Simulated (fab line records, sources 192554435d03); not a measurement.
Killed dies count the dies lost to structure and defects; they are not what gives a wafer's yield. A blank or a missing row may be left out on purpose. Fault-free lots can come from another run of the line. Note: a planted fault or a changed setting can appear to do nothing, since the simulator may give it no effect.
Matching of chambers :: flow n5-finfet :: rie-diel-03 running N5_FIN_SAQP_ETCH_34: 4 sister chambers
The step etches SiO2 in C4F6/O2, target depth 45 nm, time 15 s. 14 wafers are shown with their chamber, then 7 later ones without.

== WAFERS, EACH WITH ITS CHAMBER ==
wafer: L078.2
chamber: 3
showerhead-plenum-p-Torr (Torr): 2.96
drypump-motor-current-A (A): 5.6
throttle-valve-pct (%): 21.51

wafer: L078.3
chamber: 0
showerhead-plenum-p-Torr (Torr): 2.96
drypump-motor-current-A (A): 6.3
throttle-valve-pct (%): 21.25

wafer: L078.5
chamber: 0
showerhead-plenum-p-Torr (Torr): 2.96
drypump-motor-current-A (A): 6.3
throttle-valve-pct (%): 21.22

wafer: L079.1
chamber: 1
showerhead-plenum-p-Torr (Torr): 3.04
drypump-motor-current-A (A): 5.1
throttle-valve-pct (%): 20.80

wafer: L079.2
chamber: 0
showerhead-plenum-p-Torr (Torr): 2.96
drypump-motor-current-A (A): 6.3
throttle-valve-pct (%): 21.25

wafer: L079.6
chamber: 2
showerhead-plenum-p-Torr (Torr): 2.75
drypump-motor-current-A (A): 6.0
throttle-valve-pct (%): 20.95

wafer: L082.1
chamber: 2
showerhead-plenum-p-Torr (Torr): 2.75
drypump-motor-current-A (A): 6.0
throttle-valve-pct (%): 20.96

wafer: L082.2
chamber: 3
showerhead-plenum-p-Torr (Torr): 2.96
drypump-motor-current-A (A): 5.6
throttle-valve-pct (%): 21.50

wafer: L082.6
chamber: 0
showerhead-plenum-p-Torr (Torr): 2.96
drypump-motor-current-A (A): 6.3
throttle-valve-pct (%): 21.26

wafer: L085.1
chamber: 3
showerhead-plenum-p-Torr (Torr): 2.96
drypump-motor-current-A (A): 5.6
throttle-valve-pct (%): 21.52

wafer: L085.3
chamber: 2
showerhead-plenum-p-Torr (Torr): 2.75
drypump-motor-current-A (A): 6.0
throttle-valve-pct (%): 20.99

wafer: L085.5
chamber: 3
showerhead-plenum-p-Torr (Torr): 2.96
drypump-motor-current-A (A): 5.6
throttle-valve-pct (%): 21.53

wafer: L087.1
chamber: 0
showerhead-plenum-p-Torr (Torr): 2.95
drypump-motor-current-A (A): 6.2
throttle-valve-pct (%): 21.28

wafer: L087.4
chamber: 1
showerhead-plenum-p-Torr (Torr): 3.03
drypump-motor-current-A (A): 5.2
throttle-valve-pct (%): 20.82

SIGNATURES, as means of the wafers listed above
reading: showerhead-plenum-p-Torr
chamber 0: 2.9580
chamber 1: 3.0350
chamber 2: 2.7500
chamber 3: 2.9600
scatter within a chamber: 0.00361

reading: drypump-motor-current-A
chamber 0: 6.280
chamber 1: 5.150
chamber 2: 6.000
chamber 3: 5.600
scatter within a chamber: 0.0361

reading: throttle-valve-pct
chamber 0: 21.2520
chamber 1: 20.8100
chamber 2: 20.9667
chamber 3: 21.5150
scatter within a chamber: 0.0186
Rule: distance of a wafer from a chamber = root of the sum over the readings of ((wafer's reading minus chamber's mean) / reading's scatter) squared. If the next closest chamber is less than 2 further off than the closest, the wafer can't be placed; otherwise it belongs to the closest. The scatter: take each reading less its chamber's mean, square it, sum over the shown wafers, divide by the number of wafers less the number of chambers, and take the root.

== WAFERS WITH NO CHAMBER GIVEN ==
wafer: L087.5
showerhead-plenum-p-Torr (Torr): 2.75
drypump-motor-current-A (A): 6.0
throttle-valve-pct (%): 20.99

wafer: L090.4
showerhead-plenum-p-Torr (Torr): 2.95
drypump-motor-current-A (A): 5.6
throttle-valve-pct (%): 21.55

wafer: L090.5
showerhead-plenum-p-Torr (Torr): 2.74
drypump-motor-current-A (A): 6.0
throttle-valve-pct (%): 20.99

wafer: L090.6
showerhead-plenum-p-Torr (Torr): 2.95
drypump-motor-current-A (A): 5.6
throttle-valve-pct (%): 21.54

wafer: L095.1
showerhead-plenum-p-Torr (Torr): 2.74
drypump-motor-current-A (A): 6.0
throttle-valve-pct (%): 21.01

wafer: L095.3
showerhead-plenum-p-Torr (Torr): 3.03
drypump-motor-current-A (A): 5.2
throttle-valve-pct (%): 20.85

wafer: L095.5
showerhead-plenum-p-Torr (Torr): 2.94
drypump-motor-current-A (A): 6.3
throttle-valve-pct (%): 21.28

== WHICH CHAMBER EACH ONE RAN IN ==
wafer: L087.5
from the rows above: 2
in truth: 2

wafer: L090.4
from the rows above: 3
in truth: 3

wafer: L090.5
from the rows above: 2
in truth: 2

wafer: L090.6
from the rows above: 3
in truth: 3

wafer: L095.1
from the rows above: 2
in truth: 2

wafer: L095.3
from the rows above: 1
in truth: 1

wafer: L095.5
from the rows above: 0
in truth: 0
Correct placement for 7 of the 7. Can't be placed from these rows: 0. Placed wrongly: 0.
